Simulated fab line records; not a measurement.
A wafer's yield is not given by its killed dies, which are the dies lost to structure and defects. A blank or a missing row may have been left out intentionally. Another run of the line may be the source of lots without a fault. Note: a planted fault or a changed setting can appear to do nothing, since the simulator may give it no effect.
Which tool did it? ; flow nand_harc ; 36 wafers from 12 lots sampled at 5 of the route's 1159 steps

== WHAT THE GAUGES READ, wafer by wafer ==
NHARC_END_SORT_01. Usual: defect_limited_yield 95.6 %, standard deviation 1.4; killed_at_array 25, standard deviation 9.2; killed_at_other 0.8, standard deviation 1.2; killed_at_periphery 3.9, standard deviation 2.6; killed_dies 30, standard deviation 9.7; killed_open 3.4, standard deviation 1.9; killed_short 2.0, standard deviation 1.4; sort_bin_2_pct 1.4 %, standard deviation 0.62; sort_bin_3_pct 0.24 %, standard deviation 0.2; sort_bin_4_pct 2.8 %, standard deviation 0.92; sort_n_pass 647, standard deviation 9.7; sort_rim_yield_pct 94 %, standard deviation 3.3; sort_yield_pct 95.6 %, standard deviation 1.4.
lot;measured;on;defect_limited_yield (%);killed_at_array;killed_at_other;killed_at_periphery;killed_dies;killed_open;killed_short;sort_bin_2_pct (%);sort_bin_3_pct (%);sort_bin_4_pct (%);sort_n_pass;sort_rim_yield_pct (%);sort_yield_pct (%);flag
L990;day 22 04:14;prober-01;95.6 95.0 95.6;30 32 30;0 0 0;0 2 0;30 34 30;5 1 3;2 3 4;1.6 1.9 1.3;0.15 0.44 0;2.7 2.7 3.1;647 643 647;95 93 92;95.6 95.0 95.6;
L992;day 23 09:42;prober-01;95.0 94.2 95.4;27 31 25;0 1 2;7 7 4;34 39 31;2 2 3;2 4 1;1.3 2.1 1.6;0.30 0.15 0.30;3.4 3.5 2.7;643 638 646;88 88 93;95.0 94.2 95.4;
L997;day 24 09:05;prober-02;94.2 94.8 95.4;32 33 28;4 2 1;3 0 2;39 35 31;6 5 0;1 2 2;2.2 2.2 1.8;0.30 0 0.89;3.2 3.0 1.9;638 642 646;96 96 88;94.2 94.8 95.4;

== TOOL THAT RAN EACH LOT (tool first, then ch and the chambers of the sampled wafers, then the start) ==
lot;NHARC_P_CONTACT_ALD_22;NHARC_P_M0_SOFTBAKE_04;NHARC_P_M0_ETCH_34;NHARC_P_M0_ETCH_15
L976;ald_metal-03 ch 2,3, day 5 10:51;litho_track-06 ch 0, day 5 12:00;rie_diel-03 ch 0,2,3, day 5 13:16;rie_diel-03 ch 1,2,3, no start
L977;ald_metal-04 ch 0,2, day 5 22:37;litho_track-04 ch 0, day 6 03:00;rie_diel-03 ch 0,1,2, day 6 04:33;rie_diel-03 ch 2,3, no start
L980;ald_metal-03 ch 2,3, day 6 11:55;litho_track-06 ch 0, day 6 18:00;rie_diel-03 ch 0,2, day 6 19:29;rie_diel-03 ch 0,1, no start
L979;ald_metal-01 ch 0,2,3, day 6 12:29;litho_track-01 ch 0, day 6 19:00;rie_diel-05 ch 0,2,3, day 6 20:09;rie_diel-05 ch 1,2,3, no start
L981;ald_metal-01 ch 0,1,3, day 7 01:58;litho_track-06 ch 0, day 7 03:00;rie_diel-05 ch 1,2,3, day 7 04:14;rie_diel-05 ch 0,2,3, no start
L982;ald_metal-01 ch 0,1,2, day 7 04:16;litho_track-06 ch 0, day 7 15:00;rie_diel-10 ch 0,2,3, day 7 16:19;rie_diel-10 ch 1,2, no start
L990;ald_metal-04 ch 0,1,3, day 8 19:55;litho_track-04 ch 0, day 8 21:00;rie_diel-03 ch 1,3, day 8 22:29;rie_diel-03 ch 0,1,3, day 22 04:14 or earlier
L992;ald_metal-03 ch 0,1,3, day 9 12:08;litho_track-04 ch 0, day 9 18:00;rie_diel-10 ch 0,1,3, day 9 19:23;rie_diel-10 ch 0,1,2, day 23 09:42 or earlier
L993;ald_metal-03 ch 0,1,2, day 9 22:02;litho_track-01 ch 0, day 10 04:00;rie_diel-10 ch 2,3, day 10 05:29;rie_diel-10 ch 0,1,2, no start
L996;ald_metal-01 ch 0,3, day 10 07:37;litho_track-01 ch 0, day 10 09:00;rie_diel-03 ch 0,1,3, day 10 09:55;rie_diel-03 ch 0,1,3, no start
L997;ald_metal-04 ch 0,3, day 10 23:32;litho_track-06 ch 0, day 11 01:00;rie_diel-05 ch 0,1,3, day 11 01:57;rie_diel-05 ch 0,2,3, day 24 09:05 or earlier
L998;ald_metal-03 ch 1,2,3, day 11 00:24;litho_track-06 ch 0, day 11 02:00;rie_diel-05 ch 0,1,3, day 11 02:51;rie_diel-05 ch 0,2,3, no start
- NHARC_P_CONTACT_ALD_22: deposits TiN, target thk 3 nm, pulse time 1 s, ald cycles 150.
- NHARC_P_M0_SOFTBAKE_04: time 55 s.
- NHARC_P_M0_ETCH_34: etches the open film in N2/H2, target depth 40 nm, overetch 12 nm, time 43.94 s.
- NHARC_P_M0_ETCH_15: etches the open film in C4F8/Ar, target depth 150 nm, overetch 15 nm, time 82.5 s.

== AS READ BY THE TOOLS THEMSELVES (means over the sampled wafers that have a number; for cases with no such wafer, the mark the record gives instead) ==
NHARC_P_CONTACT_ALD_22. Usual: heater_power_w 1069 W, standard deviation 120; precursor_pulse_height_rel 0.999, standard deviation 0.017.
lot;tool;heater_power_w (W);precursor_pulse_height_rel;flag
L976;ald_metal-03;1165;0.982;
L977;ald_metal-04;1154;0.986;
L980;ald_metal-03;1155;1.004;
L979;ald_metal-01;1126;0.981;
L981;ald_metal-01;1090;1.009;
L982;ald_metal-01;1102;1.008;
L990;ald_metal-04;1067;0.998;
L992;ald_metal-03;1011;1.008;
L993;ald_metal-03;922;1.010;
L996;ald_metal-01;1090;0.988;
L997;ald_metal-04;1105;0.996;
L998;ald_metal-03;1045;1.001;

NHARC_P_M0_SOFTBAKE_04. Usual: heater_power_total_W reads 188.45 W (standard deviation 0.13).
lot;tool;heater_power_total_W (W);flag
L976;litho_track-06;188.35;
L977;litho_track-04;188.40;
L980;litho_track-06;188.45;
L979;litho_track-01;188.63;
L981;litho_track-06;188.43;
L982;litho_track-06;188.48;
L990;litho_track-04;186.88;OFF
L992;litho_track-04;186.73;OFF
L993;litho_track-01;188.60;
L996;litho_track-01;188.52;
L997;litho_track-06;188.46;
L998;litho_track-06;188.40;

NHARC_P_M0_ETCH_34. Usual: drypump_motor_current_A 5.7 A, standard deviation 0.31; n2_flow_sccm 150.0 sccm, standard deviation 0.44; oes_product_au 1.003 a.u., standard deviation 0.0083; rf_vpp_V 431 V, standard deviation 3.1; showerhead_plenum_p_Torr 2.05 Torr, standard deviation 0.11; throttle_valve_pct 14.171 %, standard deviation 0.009.
lot;tool;drypump_motor_current_A (A);n2_flow_sccm (sccm);oes_product_au (a.u.);rf_vpp_V (V);showerhead_plenum_p_Torr (Torr);throttle_valve_pct (%);flag
L976;rie_diel-03;5.8;149.9;1.015;430;2.01;14.178;
L977;rie_diel-03;5.8;150.5;1.015;432;2.09;14.162;
L980;rie_diel-03;5.7;150.1;1.004;433;2.10;14.172;
L979;rie_diel-05;5.6;149.8;0.999;431;2.06;14.165;
L981;rie_diel-05;5.5;149.5;1.004;431;2.06;14.177;
L982;rie_diel-10;5.7;149.8;1.004;431;2.04;14.173;
L990;rie_diel-03;6.0;150.0;1.000;431;2.06;14.174;
L992;rie_diel-10;5.6;150.4;0.996;429;2.00;14.169;
L993;rie_diel-10;6.0;150.5;0.992;430;2.05;14.175;
L996;rie_diel-03;5.9;149.9;1.002;431;2.07;14.168;
L997;rie_diel-05;5.7;149.9;1.002;430;2.02;14.166;
L998;rie_diel-05;5.7;149.7;1.013;430;2.02;14.173;

NHARC_P_M0_ETCH_15. Usual: oes_product_au 0.957 a.u., standard deviation 0.021; rf_vpp_V 441 V, standard deviation 3.2.
lot;tool;oes_product_au (a.u.);rf_vpp_V (V);flag
L976;rie_diel-03;0.976;439;
L977;rie_diel-03;0.974;438;
L980;rie_diel-03;0.966;444;
L979;rie_diel-05;0.968;442;
L981;rie_diel-05;0.955;441;
L982;rie_diel-10;0.917;443;
L990;rie_diel-03;0.977;443;
L992;rie_diel-10;0.923;442;
L993;rie_diel-10;0.971;442;
L996;rie_diel-03;0.973;442;
L997;rie_diel-05;0.975;441;
L998;rie_diel-05;0.971;442;

== THE ANSWER, worked out from the rows above alone ==
Rule: lot off if the mean of its wafers having a number is beyond 3 standard deviations from the usual mean. Also off: a lot with no number at a reading for which 4 or more lots have one. Where the step has rows for the other lots, those lots are counted as sound. First the gauges in route order, then the tools' own readings, where a lot's mean is used as printed above. The first step at which some lot is off is used, and at that step the reading that is off furthest; a lot without a number counts as furthest.
Off, at NHARC_P_M0_SOFTBAKE_04 on heater_power_total_W: L990, L992.
A tool fits if, at that step or a process step before it, it ran every lot that is off, and no sound lot after the first of them. One fits: NHARC_P_M0_SOFTBAKE_04 on litho_track-04. A fault onset in the window from L977 (day 6 03:00, its last sound lot) to L990 (day 8 21:00, its first lot off) fits.
On the lots that are off, the tool's own readings at NHARC_P_M0_SOFTBAKE_04 differ by more than 5 times the standard deviation of the sound lots' means, which bears it out; heater_power_total_W reads 186.81 W there versus 188.47 W on the sound lots.

== WHAT THE SIMULATOR HAD PUT IN ==
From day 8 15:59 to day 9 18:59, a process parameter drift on litho_track-04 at NHARC_P_M0_SOFTBAKE_04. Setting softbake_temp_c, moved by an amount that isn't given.
Lots struck among those shown: L990, L992. Same finding as the rule above.
